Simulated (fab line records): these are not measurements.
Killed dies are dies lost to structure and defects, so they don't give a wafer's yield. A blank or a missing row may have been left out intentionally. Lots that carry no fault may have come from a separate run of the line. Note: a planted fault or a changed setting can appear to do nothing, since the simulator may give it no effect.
The same fault as seen by 3 desks -- flow n5_finfet -- numbers are kept per desk, each desk with only its own; the story behind them comes last

AT THE METROLOGY DESK
Means of the sampled wafers that have a number, per lot and without regard to the tool the lot ran on: this is what the gauges read. A lot is out of limits, marked OUT, if its mean lies more than 4 standard deviations from the usual mean; the brackets give that distance. Shown are 7 of the 11 readings it has, namely the first that went out of limits plus those furthest out on some lot.
Columns: A = IOFF_N at N5_BEOL_M4_RC_MEAS_101, usual 0.143 nA/um; B = IOFF_P at N5_BEOL_M4_RC_MEAS_101, usual 0.21 nA/um; C = ION_N at N5_BEOL_M4_RC_MEAS_101, usual 671 uA/um; D = SS_P at N5_BEOL_M4_RC_MEAS_101, usual 73.0 mV/dec; E = VT_N at N5_BEOL_M4_RC_MEAS_101, usual 251 mV; F = VT_P at N5_BEOL_M4_RC_MEAS_101, usual -250 mV; G = M10_ILD_THK at N5_BEOL_M10_THK_MEAS_01, usual 269 nm
lot,first seen here,A,B,C,D,E,F,G
L764,day 8 19:02,0.184,0.24,685,73.2,247,-244,266
L767,day 9 04:28,0.133,0.17,674,72.8,251,-254,271
L772,day 10 14:44,0.135,0.21,673,73.1,251,-249,267
L773,day 11 08:31,0.145,0.20,675,73.5,251,-252,377 (+28) OUT
L775,day 11 10:08,0.125,0.17,665,73.0,254,-255,321 (+13) OUT
L778,day 12 16:46,0.157,0.21,670,72.9,250,-248,273
L783,day 14 05:44,0.125,0.19,662,72.7,253,-250,266
L784,day 14 18:48,0.150,0.23,668,73.0,251,-249,267
L786,day 15 03:55,0.151,0.25,674,73.7,251,-245,270
Per this desk, out of limits: L773, L775; the first was L773, day 13 08:53 (M10_ILD_THK at N5_BEOL_M10_THK_MEAS_01). Within limits: L764, L767, L772, L778, L783, L784, L786.

THE TOOL OWNER'S DESK: pecvd-01
The tool's own readings at N5_BEOL_M10_ILD_DEP_00 (deposits SiCOH lowk from DEMS/porogen, target thk 308.51 nm, time 58 s): means of the sampled wafers that have a number, for each lot that ran on this tool. A lot is out of limits, marked OUT, if its mean lies more than 4 standard deviations from the usual mean; the brackets give that distance.
Columns: A = heater_power_w at N5_BEOL_M10_ILD_DEP_00, usual 285 W; B = run_length_s at N5_BEOL_M10_ILD_DEP_00, usual 101.1 s; C = showerhead_plenum_p_Torr at N5_BEOL_M10_ILD_DEP_00, usual 5.745 Torr; D = throttle_valve_pct at N5_BEOL_M10_ILD_DEP_00, usual 13.8 %
lot,first seen here,A,B,C,D
L764,day 11 06:43,284,100.6,5.736,13.5
L772,day 12 17:57,281,100.7,5.740,13.4
L773,day 13 08:17,247,124.3 (+32) OUT,5.744,13.1
L775,day 13 11:53,275,112.6 (+16) OUT,5.745,13.0
This desk finds L773, L775 out of limits, L773 being first, at day 13 08:17 (run_length_s at N5_BEOL_M10_ILD_DEP_00). Within limits: L764, L772.

THE DEFECT DESK
What the inspections along the route counted, lot by lot: means of the sampled wafers that have a number. A lot is out of limits, marked OUT, if its mean lies more than 4 standard deviations from the usual mean; the brackets give that distance.
Columns: A = raw_defect_count at N5_BEOL_M9_INSPECT_58, usual 70
lot,first seen here,A
L764,day 11 06:40,56
L767,day 11 14:17,66
L772,day 12 17:53,62
L773,day 13 08:16,47
L775,day 13 11:51,47
L778,day 14 13:17,65
L783,day 16 08:46,78
L784,day 17 04:55,72
L786,day 17 07:21,85
Result from this desk: across the 9 lots, nothing is out of limits.

PUT TOGETHER
The tool owner's desk had the chance to raise an alarm at day 13 08:17 on L773, L775.
The metrology desk could have raised an alarm at day 13 08:53, on L773, L775.
The defect desk saw nothing out of limits.
The defect desk has L773, L775 on record, within its limits.
Of the lots named, all ran N5_BEOL_M10_ILD_DEP_00 on pecvd-01.

WHAT THE SIMULATOR HAD PUT IN
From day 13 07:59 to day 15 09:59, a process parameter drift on pecvd-01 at N5_BEOL_M10_ILD_DEP_00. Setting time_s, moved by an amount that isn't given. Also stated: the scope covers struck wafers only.
Struck lots among those shown: L773, L775.
Time in hours from fault onset to the first out-of-limits reading at each desk: tool owner's desk 0, metrology desk 1.
